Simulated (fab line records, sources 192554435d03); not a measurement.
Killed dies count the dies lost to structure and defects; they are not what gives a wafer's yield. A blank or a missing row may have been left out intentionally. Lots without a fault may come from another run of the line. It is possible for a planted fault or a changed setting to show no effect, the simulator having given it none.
The tool behind it: which one? || flow n5-finfet || 72 wafers from 24 lots sampled at 6 of the route's 1938 steps

WHAT EACH GAUGE READ, for each wafer
N5_BEOL_M6_INSPECT_13: inspects for defects (brightfield).
{"lot": "L074", "measured": "day 8 05:18", "on": "defect-inspect-02", "raw-defect-count": "515 509 674"}
{"lot": "L075", "measured": "day 8 13:13", "on": "defect-inspect-01", "raw-defect-count": "354 328 370"}
{"lot": "L077", "measured": "day 9 05:16", "on": "defect-inspect-02", "raw-defect-count": "392 270 306"}
{"lot": "L076", "measured": "day 9 08:19", "on": "defect-inspect-01", "raw-defect-count": "497 323 253"}
{"lot": "L079", "measured": "day 9 13:04", "on": "defect-inspect-02", "raw-defect-count": "376 306 371"}
{"lot": "L078", "measured": "day 9 20:52", "on": "defect-inspect-02", "raw-defect-count": "309 335 414"}
{"lot": "L080", "measured": "day 10 11:26", "on": "defect-inspect-02", "raw-defect-count": "436 478 395"}
{"lot": "L081", "measured": "day 10 13:38", "on": "defect-inspect-01", "raw-defect-count": "406 387 333"}
{"lot": "L083", "measured": "day 10 13:52", "on": "defect-inspect-01", "raw-defect-count": "477 474 476"}
{"lot": "L082", "measured": "day 10 18:52", "on": "defect-inspect-01", "raw-defect-count": "242 381 346"}
{"lot": "L084", "measured": "day 11 05:49", "on": "defect-inspect-02", "raw-defect-count": "421 389 494"}
{"lot": "L085", "measured": "day 11 13:35", "on": "defect-inspect-01", "raw-defect-count": "277 466 437"}
{"lot": "L086", "measured": "day 11 19:38", "on": "defect-inspect-01", "raw-defect-count": "490 289 344"}
{"lot": "L087", "measured": "day 12 07:44", "on": "defect-inspect-01", "raw-defect-count": "316 391 410"}
{"lot": "L088", "measured": "day 12 15:32", "on": "defect-inspect-01", "raw-defect-count": "382 446 477"}
{"lot": "L089", "measured": "day 12 10:29", "on": "defect-inspect-02", "raw-defect-count": "460 437 620"}
{"lot": "L090", "measured": "day 13 04:23", "on": "defect-inspect-01", "raw-defect-count": "293 290 491"}
{"lot": "L091", "measured": "day 13 13:51", "on": "defect-inspect-01", "raw-defect-count": "530 549 573"}
{"lot": "L092", "measured": "day 14 10:55", "on": "defect-inspect-01", "raw-defect-count": "402 430 320"}
{"lot": "L094", "measured": "day 13 17:25", "on": "defect-inspect-02", "raw-defect-count": "325 423 263"}
{"lot": "L093", "measured": "day 13 20:52", "on": "defect-inspect-01", "raw-defect-count": "343 317 274"}
{"lot": "L095", "measured": "day 14 03:43", "on": "defect-inspect-01", "raw-defect-count": "512 607 463"}
{"lot": "L096", "measured": "day 14 17:39", "on": "defect-inspect-02", "raw-defect-count": "337 396 310"}
{"lot": "L097", "measured": "day 15 09:31", "on": "defect-inspect-01", "raw-defect-count": "445 402 497"}

WHICH TOOL RAN EACH LOT (tool, then ch and the chambers of the sampled wafers, then the start)
{"lot": "L074", "N5_BEOL_M5_STRIP_36": "rie-diel-06 ch 0,1,3, day 7 20:01", "N5_BEOL_M5_SURFACE_TREAT_87": "pvd-sputter-01, day 7 21:17", "N5_BEOL_M5_SPUTTER_81": "pvd-sputter-01, day 7 22:54", "N5_BEOL_M5_CMP_52": "cmp-01 ch 0,1,2, day 8 02:48", "N5_BEOL_M6_HM_DEP_02": "pvd-sputter-01, day 8 04:53"}
{"lot": "L075", "N5_BEOL_M5_STRIP_36": "rie-diel-03 ch 0,1,3, day 8 04:15", "N5_BEOL_M5_SURFACE_TREAT_87": "pvd-sputter-02, day 8 05:34", "N5_BEOL_M5_SPUTTER_81": "pvd-sputter-01, day 8 06:53", "N5_BEOL_M5_CMP_52": "cmp-03 ch 0,2,3, day 8 10:46", "N5_BEOL_M6_HM_DEP_02": "pvd-sputter-01, day 8 12:47"}
{"lot": "L077", "N5_BEOL_M5_STRIP_36": "rie-diel-04 ch 1,2,3, day 8 18:04", "N5_BEOL_M5_SURFACE_TREAT_87": "pvd-sputter-01, day 8 19:20", "N5_BEOL_M5_SPUTTER_81": "pvd-sputter-02, day 8 21:54", "N5_BEOL_M5_CMP_52": "cmp-01 ch 1,2,3, day 9 01:46", "N5_BEOL_M6_HM_DEP_02": "pvd-sputter-01, day 9 04:50"}
{"lot": "L076", "N5_BEOL_M5_STRIP_36": "rie-diel-04 ch 1,3, day 8 21:11", "N5_BEOL_M5_SURFACE_TREAT_87": "pvd-sputter-03, day 8 22:40", "N5_BEOL_M5_SPUTTER_81": "pvd-sputter-03, day 9 01:38", "N5_BEOL_M5_CMP_52": "cmp-03 ch 0,1,3, day 9 05:31", "N5_BEOL_M6_HM_DEP_02": "pvd-sputter-03, day 9 07:53"}
{"lot": "L079", "N5_BEOL_M5_STRIP_36": "rie-diel-06 ch 0,1,3, day 9 04:22", "N5_BEOL_M5_SURFACE_TREAT_87": "pvd-sputter-03, day 9 05:35", "N5_BEOL_M5_SPUTTER_81": "pvd-sputter-01, day 9 06:55", "N5_BEOL_M5_CMP_52": "cmp-02 ch 1,2,3, day 9 10:50", "N5_BEOL_M6_HM_DEP_02": "pvd-sputter-03, day 9 12:38"}
{"lot": "L078", "N5_BEOL_M5_STRIP_36": "rie-diel-04 ch 0,3, day 9 11:00", "N5_BEOL_M5_SURFACE_TREAT_87": "pvd-sputter-01, day 9 12:36", "N5_BEOL_M5_SPUTTER_81": "pvd-sputter-03, day 9 13:55", "N5_BEOL_M5_CMP_52": "cmp-02 ch 0,1,3, day 9 18:44", "N5_BEOL_M6_HM_DEP_02": "pvd-sputter-02, day 9 20:19"}
{"lot": "L080", "N5_BEOL_M5_STRIP_36": "rie-diel-03 ch 0, day 10 01:19", "N5_BEOL_M5_SURFACE_TREAT_87": "pvd-sputter-01, day 10 04:15", "N5_BEOL_M5_SPUTTER_81": "pvd-sputter-01, day 10 05:35", "N5_BEOL_M5_CMP_52": "cmp-02 ch 0,1,3, day 10 09:26", "N5_BEOL_M6_HM_DEP_02": "pvd-sputter-02, day 10 10:53"}
{"lot": "L081", "N5_BEOL_M5_STRIP_36": "rie-diel-04 ch 0,2,3, day 10 03:20", "N5_BEOL_M5_SURFACE_TREAT_87": "pvd-sputter-02, day 10 05:19", "N5_BEOL_M5_SPUTTER_81": "pvd-sputter-02, day 10 06:49", "N5_BEOL_M5_CMP_52": "cmp-03 ch 1,2,3, day 10 10:34", "N5_BEOL_M6_HM_DEP_02": "pvd-sputter-03, day 10 13:12"}
{"lot": "L083", "N5_BEOL_M5_STRIP_36": "rie-diel-06 ch 0,1,3, day 10 03:48", "N5_BEOL_M5_SURFACE_TREAT_87": "pvd-sputter-02, day 10 05:22", "N5_BEOL_M5_SPUTTER_81": "pvd-sputter-03, day 10 06:56", "N5_BEOL_M5_CMP_52": "cmp-02 ch 0,1,3, day 10 10:42", "N5_BEOL_M6_HM_DEP_02": "pvd-sputter-03, day 10 13:18"}
{"lot": "L082", "N5_BEOL_M5_STRIP_36": "rie-diel-04 ch 0,1,2, day 10 09:55", "N5_BEOL_M5_SURFACE_TREAT_87": "pvd-sputter-02, day 10 11:01", "N5_BEOL_M5_SPUTTER_81": "pvd-sputter-01, day 10 12:55", "N5_BEOL_M5_CMP_52": "cmp-02 ch 1,3, day 10 16:44", "N5_BEOL_M6_HM_DEP_02": "pvd-sputter-01, day 10 18:18"}
{"lot": "L084", "N5_BEOL_M5_STRIP_36": "rie-diel-06 ch 1,2,3, day 10 20:32", "N5_BEOL_M5_SURFACE_TREAT_87": "pvd-sputter-02, day 10 21:38", "N5_BEOL_M5_SPUTTER_81": "pvd-sputter-03, day 10 23:20", "N5_BEOL_M5_CMP_52": "cmp-01 ch 1,3, day 11 03:08", "N5_BEOL_M6_HM_DEP_02": "pvd-sputter-03, day 11 05:15"}
{"lot": "L085", "N5_BEOL_M5_STRIP_36": "rie-diel-04 ch 0,1,2, day 11 02:30", "N5_BEOL_M5_SURFACE_TREAT_87": "pvd-sputter-02, day 11 05:40", "N5_BEOL_M5_SPUTTER_81": "pvd-sputter-03, day 11 06:59", "N5_BEOL_M5_CMP_52": "cmp-02 ch 1,2,3, day 11 10:53", "N5_BEOL_M6_HM_DEP_02": "pvd-sputter-01, day 11 13:01"}
{"lot": "L086", "N5_BEOL_M5_STRIP_36": "rie-diel-06 ch 2,3, day 11 09:25", "N5_BEOL_M5_SURFACE_TREAT_87": "pvd-sputter-02, day 11 10:30", "N5_BEOL_M5_SPUTTER_81": "pvd-sputter-03, day 11 11:50", "N5_BEOL_M5_CMP_52": "cmp-02 ch 0,1, day 11 15:56", "N5_BEOL_M6_HM_DEP_02": "pvd-sputter-03, day 11 19:05"}
{"lot": "L087", "N5_BEOL_M5_STRIP_36": "rie-diel-04 ch 2,3, day 11 19:01", "N5_BEOL_M5_SURFACE_TREAT_87": "pvd-sputter-03, day 11 20:20", "N5_BEOL_M5_SPUTTER_81": "pvd-sputter-01, day 11 21:46", "N5_BEOL_M5_CMP_52": "cmp-03 ch 1,2,3, day 12 05:48", "N5_BEOL_M6_HM_DEP_02": "pvd-sputter-02, day 12 07:18"}
{"lot": "L088", "N5_BEOL_M5_STRIP_36": "rie-diel-04 ch 1,2,3, day 12 01:10", "N5_BEOL_M5_SURFACE_TREAT_87": "pvd-sputter-03, day 12 02:12", "N5_BEOL_M5_SPUTTER_81": "pvd-sputter-03, day 12 09:32", "N5_BEOL_M5_CMP_52": "cmp-03 ch 0,1,2, day 12 13:30", "N5_BEOL_M6_HM_DEP_02": "pvd-sputter-03, day 12 14:58"}
{"lot": "L089", "N5_BEOL_M5_STRIP_36": "rie-diel-06 ch 0,1,3, day 12 01:28", "N5_BEOL_M5_SURFACE_TREAT_87": "pvd-sputter-02, day 12 02:31", "N5_BEOL_M5_SPUTTER_81": "pvd-sputter-02, day 12 03:58", "N5_BEOL_M5_CMP_52": "cmp-02 ch 0,2,3, day 12 07:43", "N5_BEOL_M6_HM_DEP_02": "pvd-sputter-02, day 12 09:55"}
{"lot": "L090", "N5_BEOL_M5_STRIP_36": "rie-diel-06 ch 1,2,3, day 12 19:19", "N5_BEOL_M5_SURFACE_TREAT_87": "pvd-sputter-01, day 12 20:31", "N5_BEOL_M5_SPUTTER_81": "pvd-sputter-02, day 12 21:53", "N5_BEOL_M5_CMP_52": "cmp-02 ch 1,2,3, day 13 01:39", "N5_BEOL_M6_HM_DEP_02": "pvd-sputter-03, day 13 03:57"}
{"lot": "L091", "N5_BEOL_M5_STRIP_36": "rie-diel-06 ch 0,1,3, day 13 03:47", "N5_BEOL_M5_SURFACE_TREAT_87": "pvd-sputter-02, day 13 05:35", "N5_BEOL_M5_SPUTTER_81": "pvd-sputter-01, day 13 07:54", "N5_BEOL_M5_CMP_52": "cmp-02 ch 2,3, day 13 11:40", "N5_BEOL_M6_HM_DEP_02": "pvd-sputter-01, day 13 13:18"}
{"lot": "L092", "N5_BEOL_M5_STRIP_36": "rie-diel-06 ch 0,1,2, day 13 06:59", "N5_BEOL_M5_SURFACE_TREAT_87": "pvd-sputter-02, day 13 08:08", "N5_BEOL_M5_SPUTTER_81": "pvd-sputter-02, day 13 11:06", "N5_BEOL_M5_CMP_52": "cmp-03 ch 0,2,3, day 14 08:43", "N5_BEOL_M6_HM_DEP_02": "pvd-sputter-02, day 14 10:22"}
{"lot": "L094", "N5_BEOL_M5_STRIP_36": "rie-diel-04 ch 0,1,2, day 13 07:02", "N5_BEOL_M5_SURFACE_TREAT_87": "pvd-sputter-03, day 13 08:16", "N5_BEOL_M5_SPUTTER_81": "pvd-sputter-03, day 13 11:41", "N5_BEOL_M5_CMP_52": "cmp-03 ch 0,1,3, day 13 15:29", "N5_BEOL_M6_HM_DEP_02": "pvd-sputter-03, day 13 16:52"}
{"lot": "L093", "N5_BEOL_M5_STRIP_36": "rie-diel-06 ch 2,3, day 13 12:15", "N5_BEOL_M5_SURFACE_TREAT_87": "pvd-sputter-01, day 13 13:49", "N5_BEOL_M5_SPUTTER_81": "pvd-sputter-01, day 13 15:16", "N5_BEOL_M5_CMP_52": "cmp-03 ch 2,3, day 13 19:04", "N5_BEOL_M6_HM_DEP_02": "pvd-sputter-01, day 13 20:19"}
{"lot": "L095", "N5_BEOL_M5_STRIP_36": "rie-diel-06 ch 0,1,3, day 13 18:10", "N5_BEOL_M5_SURFACE_TREAT_87": "pvd-sputter-03, day 13 19:18", "N5_BEOL_M5_SPUTTER_81": "pvd-sputter-03, day 13 20:40", "N5_BEOL_M5_CMP_52": "cmp-03 ch 1,2,3, day 14 00:30", "N5_BEOL_M6_HM_DEP_02": "pvd-sputter-01, day 14 03:10"}
{"lot": "L096", "N5_BEOL_M5_STRIP_36": "rie-diel-06 ch 1,2,3, day 14 08:19", "N5_BEOL_M5_SURFACE_TREAT_87": "pvd-sputter-03, day 14 09:33", "N5_BEOL_M5_SPUTTER_81": "pvd-sputter-01, day 14 10:55", "N5_BEOL_M5_CMP_52": "cmp-01 ch 2,3, day 14 14:40", "N5_BEOL_M6_HM_DEP_02": "pvd-sputter-03, day 14 17:06"}
{"lot": "L097", "N5_BEOL_M5_STRIP_36": "rie-diel-06 ch 2,3, day 14 23:57", "N5_BEOL_M5_SURFACE_TREAT_87": "pvd-sputter-03, day 15 01:11", "N5_BEOL_M5_SPUTTER_81": "pvd-sputter-01, day 15 02:35", "N5_BEOL_M5_CMP_52": "cmp-02 ch 0,3, day 15 06:27", "N5_BEOL_M6_HM_DEP_02": "pvd-sputter-03, day 15 08:57"}
- N5_BEOL_M5_STRIP_36: strips in N2/H2.
- N5_BEOL_M5_SURFACE_TREAT_87
- N5_BEOL_M5_SPUTTER_81: material Cu, target thk 15 nm, time 27.62 s.
- N5_BEOL_M5_CMP_52: polishes, stops on SiCOH lowk, t overpolish 6.9 s, target thk 62 nm.
- N5_BEOL_M6_HM_DEP_02: deposits TiN, target thk 20 nm.

WHAT THE TOOLS THEMSELVES READ (means of the sampled wafers that have a number; where no wafer has one, the mark that the record gives instead)
N5_BEOL_M5_STRIP_36.
{"lot": "L074", "tool": "rie-diel-06", "drypump-motor-current-A (A)": 5.91, "oes-product-au (a.u.)": 0.80, "rf-vpp-V (V)": 60.9, "showerhead-plenum-p-Torr (Torr)": 2.44, "throttle-valve-pct (%)": 23.65}
{"lot": "L075", "tool": "rie-diel-03", "drypump-motor-current-A (A)": 5.68, "oes-product-au (a.u.)": 0.77, "rf-vpp-V (V)": 59.2, "showerhead-plenum-p-Torr (Torr)": 2.46, "throttle-valve-pct (%)": 23.82}
{"lot": "L077", "tool": "rie-diel-04", "drypump-motor-current-A (A)": 5.95, "oes-product-au (a.u.)": 0.74, "rf-vpp-V (V)": 58.8, "showerhead-plenum-p-Torr (Torr)": 2.52, "throttle-valve-pct (%)": 23.42}
{"lot": "L076", "tool": "rie-diel-04", "drypump-motor-current-A (A)": 6.00, "oes-product-au (a.u.)": 0.75, "rf-vpp-V (V)": 59.3, "showerhead-plenum-p-Torr (Torr)": 2.52, "throttle-valve-pct (%)": 23.25}
{"lot": "L079", "tool": "rie-diel-06", "drypump-motor-current-A (A)": 5.87, "oes-product-au (a.u.)": 0.79, "rf-vpp-V (V)": 58.7, "showerhead-plenum-p-Torr (Torr)": 2.43, "throttle-valve-pct (%)": 23.65}
{"lot": "L078", "tool": "rie-diel-04", "drypump-motor-current-A (A)": 5.51, "oes-product-au (a.u.)": 0.76, "rf-vpp-V (V)": 58.3, "showerhead-plenum-p-Torr (Torr)": 2.39, "throttle-valve-pct (%)": 23.24}
{"lot": "L080", "tool": "rie-diel-03", "drypump-motor-current-A (A)": 5.85, "oes-product-au (a.u.)": 0.85, "rf-vpp-V (V)": 58.6, "showerhead-plenum-p-Torr (Torr)": 2.58, "throttle-valve-pct (%)": 24.08}
{"lot": "L081", "tool": "rie-diel-04", "drypump-motor-current-A (A)": 5.70, "oes-product-au (a.u.)": 0.83, "rf-vpp-V (V)": 59.7, "showerhead-plenum-p-Torr (Torr)": 2.45, "throttle-valve-pct (%)": 23.29}
{"lot": "L083", "tool": "rie-diel-06", "drypump-motor-current-A (A)": 5.90, "oes-product-au (a.u.)": 0.77, "rf-vpp-V (V)": 59.7, "showerhead-plenum-p-Torr (Torr)": 2.43, "throttle-valve-pct (%)": 23.66}
{"lot": "L082", "tool": "rie-diel-04", "drypump-motor-current-A (A)": 5.88, "oes-product-au (a.u.)": 0.81, "rf-vpp-V (V)": 60.7, "showerhead-plenum-p-Torr (Torr)": 2.54, "throttle-valve-pct (%)": 23.32}
{"lot": "L084", "tool": "rie-diel-06", "drypump-motor-current-A (A)": 6.01, "oes-product-au (a.u.)": 0.85, "rf-vpp-V (V)": 60.9, "showerhead-plenum-p-Torr (Torr)": 2.50, "throttle-valve-pct (%)": 23.58}
{"lot": "L085", "tool": "rie-diel-04", "drypump-motor-current-A (A)": 5.88, "oes-product-au (a.u.)": 0.80, "rf-vpp-V (V)": 58.2, "showerhead-plenum-p-Torr (Torr)": 2.53, "throttle-valve-pct (%)": 23.31}
{"lot": "L086", "tool": "rie-diel-06", "drypump-motor-current-A (A)": 5.92, "oes-product-au (a.u.)": 0.86, "rf-vpp-V (V)": 58.9, "showerhead-plenum-p-Torr (Torr)": 2.54, "throttle-valve-pct (%)": 23.46}
{"lot": "L087", "tool": "rie-diel-04", "drypump-motor-current-A (A)": 5.78, "oes-product-au (a.u.)": 0.83, "rf-vpp-V (V)": 57.5, "showerhead-plenum-p-Torr (Torr)": 2.42, "throttle-valve-pct (%)": 23.34}
{"lot": "L088", "tool": "rie-diel-04", "drypump-motor-current-A (A)": 5.97, "oes-product-au (a.u.)": 0.80, "rf-vpp-V (V)": 59.0, "showerhead-plenum-p-Torr (Torr)": 2.50, "throttle-valve-pct (%)": 23.33}
{"lot": "L089", "tool": "rie-diel-06", "drypump-motor-current-A (A)": 5.87, "oes-product-au (a.u.)": 0.86, "rf-vpp-V (V)": 57.9, "showerhead-plenum-p-Torr (Torr)": 2.53, "throttle-valve-pct (%)": 23.54}
{"lot": "L090", "tool": "rie-diel-06", "drypump-motor-current-A (A)": 6.02, "oes-product-au (a.u.)": 0.83, "rf-vpp-V (V)": 58.8, "showerhead-plenum-p-Torr (Torr)": 2.49, "throttle-valve-pct (%)": 23.57}
{"lot": "L091", "tool": "rie-diel-06", "drypump-motor-current-A (A)": 5.90, "oes-product-au (a.u.)": 0.84, "rf-vpp-V (V)": 58.8, "showerhead-plenum-p-Torr (Torr)": 2.52, "throttle-valve-pct (%)": 23.55}
{"lot": "L092", "tool": "rie-diel-06", "drypump-motor-current-A (A)": 5.86, "oes-product-au (a.u.)": 0.89, "rf-vpp-V (V)": 59.5, "showerhead-plenum-p-Torr (Torr)": 2.59, "throttle-valve-pct (%)": 23.54}
{"lot": "L094", "tool": "rie-diel-04", "drypump-motor-current-A (A)": 5.90, "oes-product-au (a.u.)": 0.79, "rf-vpp-V (V)": 60.1, "showerhead-plenum-p-Torr (Torr)": 2.53, "throttle-valve-pct (%)": 23.34}
{"lot": "L093", "tool": "rie-diel-06", "drypump-motor-current-A (A)": 5.95, "oes-product-au (a.u.)": 0.78, "rf-vpp-V (V)": 58.7, "showerhead-plenum-p-Torr (Torr)": 2.47, "throttle-valve-pct (%)": 23.50}
{"lot": "L095", "tool": "rie-diel-06", "drypump-motor-current-A (A)": 5.90, "oes-product-au (a.u.)": 0.84, "rf-vpp-V (V)": 58.0, "showerhead-plenum-p-Torr (Torr)": 2.52, "throttle-valve-pct (%)": 23.54}
{"lot": "L096", "tool": "rie-diel-06", "drypump-motor-current-A (A)": 6.03, "oes-product-au (a.u.)": 0.81, "rf-vpp-V (V)": 59.5, "showerhead-plenum-p-Torr (Torr)": 2.49, "throttle-valve-pct (%)": 23.60}
{"lot": "L097", "tool": "rie-diel-06", "drypump-motor-current-A (A)": 5.95, "oes-product-au (a.u.)": 0.78, "rf-vpp-V (V)": 59.5, "showerhead-plenum-p-Torr (Torr)": 2.47, "throttle-valve-pct (%)": 23.50}

N5_BEOL_M5_SPUTTER_81.
{"lot": "L074", "tool": "pvd-sputter-01", "throttle-valve-pct (%)": 29.4}
{"lot": "L075", "tool": "pvd-sputter-01", "throttle-valve-pct (%)": 30.1}
{"lot": "L077", "tool": "pvd-sputter-02", "throttle-valve-pct (%)": 29.8}
{"lot": "L076", "tool": "pvd-sputter-03", "throttle-valve-pct (%)": 30.7}
{"lot": "L079", "tool": "pvd-sputter-01", "throttle-valve-pct (%)": 30.0}
{"lot": "L078", "tool": "pvd-sputter-03", "throttle-valve-pct (%)": 29.8}
{"lot": "L080", "tool": "pvd-sputter-01", "throttle-valve-pct (%)": 30.0}
{"lot": "L081", "tool": "pvd-sputter-02", "throttle-valve-pct (%)": 29.6}
{"lot": "L083", "tool": "pvd-sputter-03", "throttle-valve-pct (%)": 30.3}
{"lot": "L082", "tool": "pvd-sputter-01", "throttle-valve-pct (%)": 30.2}
{"lot": "L084", "tool": "pvd-sputter-03", "throttle-valve-pct (%)": 30.5}
{"lot": "L085", "tool": "pvd-sputter-03", "throttle-valve-pct (%)": 29.7}
{"lot": "L086", "tool": "pvd-sputter-03", "throttle-valve-pct (%)": 30.3}
{"lot": "L087", "tool": "pvd-sputter-01", "throttle-valve-pct (%)": 30.1}
{"lot": "L088", "tool": "pvd-sputter-03", "throttle-valve-pct (%)": 29.7}
{"lot": "L089", "tool": "pvd-sputter-02", "throttle-valve-pct (%)": 30.8}
{"lot": "L090", "tool": "pvd-sputter-02", "throttle-valve-pct (%)": 29.3}
{"lot": "L091", "tool": "pvd-sputter-01", "throttle-valve-pct (%)": 29.4}
{"lot": "L092", "tool": "pvd-sputter-02", "throttle-valve-pct (%)": 29.8}
{"lot": "L094", "tool": "pvd-sputter-03", "throttle-valve-pct (%)": 30.5}
{"lot": "L093", "tool": "pvd-sputter-01", "throttle-valve-pct (%)": 29.9}
{"lot": "L095", "tool": "pvd-sputter-03", "throttle-valve-pct (%)": 29.9}
{"lot": "L096", "tool": "pvd-sputter-01", "throttle-valve-pct (%)": 29.6}
{"lot": "L097", "tool": "pvd-sputter-01", "throttle-valve-pct (%)": 29.4}

N5_BEOL_M5_CMP_52.
{"lot": "L074", "tool": "cmp-01", "barrier-field-endpoint-s (s)": 24.2, "motor-current-A (A)": 5.5, "overpolish-run-s (s)": 6.902, "retaining-ring-pressure-frac": 0.999, "time-to-endpoint-s (s)": 64}
{"lot": "L075", "tool": "cmp-03", "barrier-field-endpoint-s (s)": 25.0, "motor-current-A (A)": 6.4, "overpolish-run-s (s)": 6.897, "retaining-ring-pressure-frac": 0.994, "time-to-endpoint-s (s)": 64}
{"lot": "L077", "tool": "cmp-01", "barrier-field-endpoint-s (s)": 24.7, "motor-current-A (A)": 6.2, "overpolish-run-s (s)": 6.900, "retaining-ring-pressure-frac": 1.001, "time-to-endpoint-s (s)": 62}
{"lot": "L076", "tool": "cmp-03", "barrier-field-endpoint-s (s)": 23.3, "motor-current-A (A)": 6.4, "overpolish-run-s (s)": 6.897, "retaining-ring-pressure-frac": 1.004, "time-to-endpoint-s (s)": 60}
{"lot": "L079", "tool": "cmp-02", "barrier-field-endpoint-s (s)": 24.6, "motor-current-A (A)": 5.8, "overpolish-run-s (s)": 6.906, "retaining-ring-pressure-frac": 0.997, "time-to-endpoint-s (s)": 60}
{"lot": "L078", "tool": "cmp-02", "barrier-field-endpoint-s (s)": 23.7, "motor-current-A (A)": 6.3, "overpolish-run-s (s)": 6.900, "retaining-ring-pressure-frac": 1.004, "time-to-endpoint-s (s)": 57}
{"lot": "L080", "tool": "cmp-02", "barrier-field-endpoint-s (s)": 24.1, "motor-current-A (A)": 6.1, "overpolish-run-s (s)": 6.897, "retaining-ring-pressure-frac": 0.998, "time-to-endpoint-s (s)": 58}
{"lot": "L081", "tool": "cmp-03", "barrier-field-endpoint-s (s)": 24.9, "motor-current-A (A)": 6.0, "overpolish-run-s (s)": 6.911, "retaining-ring-pressure-frac": 0.995, "time-to-endpoint-s (s)": 66}
{"lot": "L083", "tool": "cmp-02", "barrier-field-endpoint-s (s)": 23.7, "motor-current-A (A)": 6.2, "overpolish-run-s (s)": 6.899, "retaining-ring-pressure-frac": 0.999, "time-to-endpoint-s (s)": 59}
{"lot": "L082", "tool": "cmp-02", "barrier-field-endpoint-s (s)": 24.3, "motor-current-A (A)": 6.0, "overpolish-run-s (s)": 6.904, "retaining-ring-pressure-frac": 0.996, "time-to-endpoint-s (s)": 61}
{"lot": "L084", "tool": "cmp-01", "barrier-field-endpoint-s (s)": 24.0, "motor-current-A (A)": 5.5, "overpolish-run-s (s)": 6.898, "retaining-ring-pressure-frac": 0.995, "time-to-endpoint-s (s)": 63}
{"lot": "L085", "tool": "cmp-02", "barrier-field-endpoint-s (s)": 25.1, "motor-current-A (A)": 5.9, "overpolish-run-s (s)": 6.899, "retaining-ring-pressure-frac": 0.999, "time-to-endpoint-s (s)": 60}
{"lot": "L086", "tool": "cmp-02", "barrier-field-endpoint-s (s)": 24.3, "motor-current-A (A)": 6.5, "overpolish-run-s (s)": 6.911, "retaining-ring-pressure-frac": 1.004, "time-to-endpoint-s (s)": 62}
{"lot": "L087", "tool": "cmp-03", "barrier-field-endpoint-s (s)": 25.7, "motor-current-A (A)": 6.1, "overpolish-run-s (s)": 6.894, "retaining-ring-pressure-frac": 1.003, "time-to-endpoint-s (s)": 66}
{"lot": "L088", "tool": "cmp-03", "barrier-field-endpoint-s (s)": 24.9, "motor-current-A (A)": 6.4, "overpolish-run-s (s)": 6.899, "retaining-ring-pressure-frac": 0.995, "time-to-endpoint-s (s)": 65}
{"lot": "L089", "tool": "cmp-02", "barrier-field-endpoint-s (s)": 23.7, "motor-current-A (A)": 6.2, "overpolish-run-s (s)": 6.903, "retaining-ring-pressure-frac": 1.002, "time-to-endpoint-s (s)": 61}
{"lot": "L090", "tool": "cmp-02", "barrier-field-endpoint-s (s)": 24.3, "motor-current-A (A)": 6.1, "overpolish-run-s (s)": 6.899, "retaining-ring-pressure-frac": 1.001, "time-to-endpoint-s (s)": 58}
{"lot": "L091", "tool": "cmp-02", "barrier-field-endpoint-s (s)": 24.5, "motor-current-A (A)": 5.6, "overpolish-run-s (s)": 6.903, "retaining-ring-pressure-frac": 1.001, "time-to-endpoint-s (s)": 63}
{"lot": "L092", "tool": "cmp-03", "barrier-field-endpoint-s (s)": 25.8, "motor-current-A (A)": 6.8, "overpolish-run-s (s)": 6.903, "retaining-ring-pressure-frac": 1.003, "time-to-endpoint-s (s)": 66}
{"lot": "L094", "tool": "cmp-03", "barrier-field-endpoint-s (s)": 23.7, "motor-current-A (A)": 6.5, "overpolish-run-s (s)": 6.906, "retaining-ring-pressure-frac": 0.997, "time-to-endpoint-s (s)": 60}
{"lot": "L093", "tool": "cmp-03", "barrier-field-endpoint-s (s)": 24.9, "motor-current-A (A)": 6.3, "overpolish-run-s (s)": 6.898, "retaining-ring-pressure-frac": 1.003, "time-to-endpoint-s (s)": 67}
{"lot": "L095", "tool": "cmp-03", "barrier-field-endpoint-s (s)": 24.5, "motor-current-A (A)": 6.2, "overpolish-run-s (s)": 6.894, "retaining-ring-pressure-frac": 1.002, "time-to-endpoint-s (s)": 65}
{"lot": "L096", "tool": "cmp-01", "barrier-field-endpoint-s (s)": 24.3, "motor-current-A (A)": 6.8, "overpolish-run-s (s)": 6.903, "retaining-ring-pressure-frac": 1.003, "time-to-endpoint-s (s)": 65}
{"lot": "L097", "tool": "cmp-02", "barrier-field-endpoint-s (s)": 24.4, "motor-current-A (A)": 6.2, "overpolish-run-s (s)": 6.908, "retaining-ring-pressure-frac": 1.006, "time-to-endpoint-s (s)": 61}

N5_BEOL_M6_HM_DEP_02.
{"lot": "L074", "tool": "pvd-sputter-01", "throttle-valve-pct (%)": 30.2}
{"lot": "L075", "tool": "pvd-sputter-01", "throttle-valve-pct (%)": 29.9}
{"lot": "L077", "tool": "pvd-sputter-01", "throttle-valve-pct (%)": 30.4}
{"lot": "L076", "tool": "pvd-sputter-03", "throttle-valve-pct (%)": 29.8}
{"lot": "L079", "tool": "pvd-sputter-03", "throttle-valve-pct (%)": 29.5}
{"lot": "L078", "tool": "pvd-sputter-02", "throttle-valve-pct (%)": 29.3}
{"lot": "L080", "tool": "pvd-sputter-02", "throttle-valve-pct (%)": 29.6}
{"lot": "L081", "tool": "pvd-sputter-03", "throttle-valve-pct (%)": 29.6}
{"lot": "L083", "tool": "pvd-sputter-03", "throttle-valve-pct (%)": 30.0}
{"lot": "L082", "tool": "pvd-sputter-01", "throttle-valve-pct (%)": 30.0}
{"lot": "L084", "tool": "pvd-sputter-03", "throttle-valve-pct (%)": 29.8}
{"lot": "L085", "tool": "pvd-sputter-01", "throttle-valve-pct (%)": 30.0}
{"lot": "L086", "tool": "pvd-sputter-03", "throttle-valve-pct (%)": 30.4}
{"lot": "L087", "tool": "pvd-sputter-02", "throttle-valve-pct (%)": 30.2}
{"lot": "L088", "tool": "pvd-sputter-03", "throttle-valve-pct (%)": 30.4}
{"lot": "L089", "tool": "pvd-sputter-02", "throttle-valve-pct (%)": 29.2}
{"lot": "L090", "tool": "pvd-sputter-03", "throttle-valve-pct (%)": 30.0}
{"lot": "L091", "tool": "pvd-sputter-01", "throttle-valve-pct (%)": 29.9}
{"lot": "L092", "tool": "pvd-sputter-02", "throttle-valve-pct (%)": 30.1}
{"lot": "L094", "tool": "pvd-sputter-03", "throttle-valve-pct (%)": 29.9}
{"lot": "L093", "tool": "pvd-sputter-01", "throttle-valve-pct (%)": 30.0}
{"lot": "L095", "tool": "pvd-sputter-01", "throttle-valve-pct (%)": 30.2}
{"lot": "L096", "tool": "pvd-sputter-03", "throttle-valve-pct (%)": 30.1}
{"lot": "L097", "tool": "pvd-sputter-03", "throttle-valve-pct (%)": 30.0}

THE ANSWER, worked out from the rows above alone
Rule: the lots themselves supply what counts as usual. The widest of any qualifying gaps counts: lots, ordered by their means at a reading, are off when they make up no more than a third of the lots, leave a main group of 4 or more, and stand apart from it by 3 or more times the standard deviation of that group's means. A main group is skipped when, at the precision printed for the reading in the tables above, its means are all equal. A lot without any number at a reading at which 4 lots or more have one is off too. The other lots that the step has rows for count as sound. Order of review: gauges by route order, followed by the tools' own readings, for which a lot's mean as printed above is used. At the first step where some lot is off, the reading lying furthest off is the one used; lots without a number count as furthest.
Nothing can be told from this: no lot is off at any reading shown.

WHAT THE SIMULATOR HAD INSERTED
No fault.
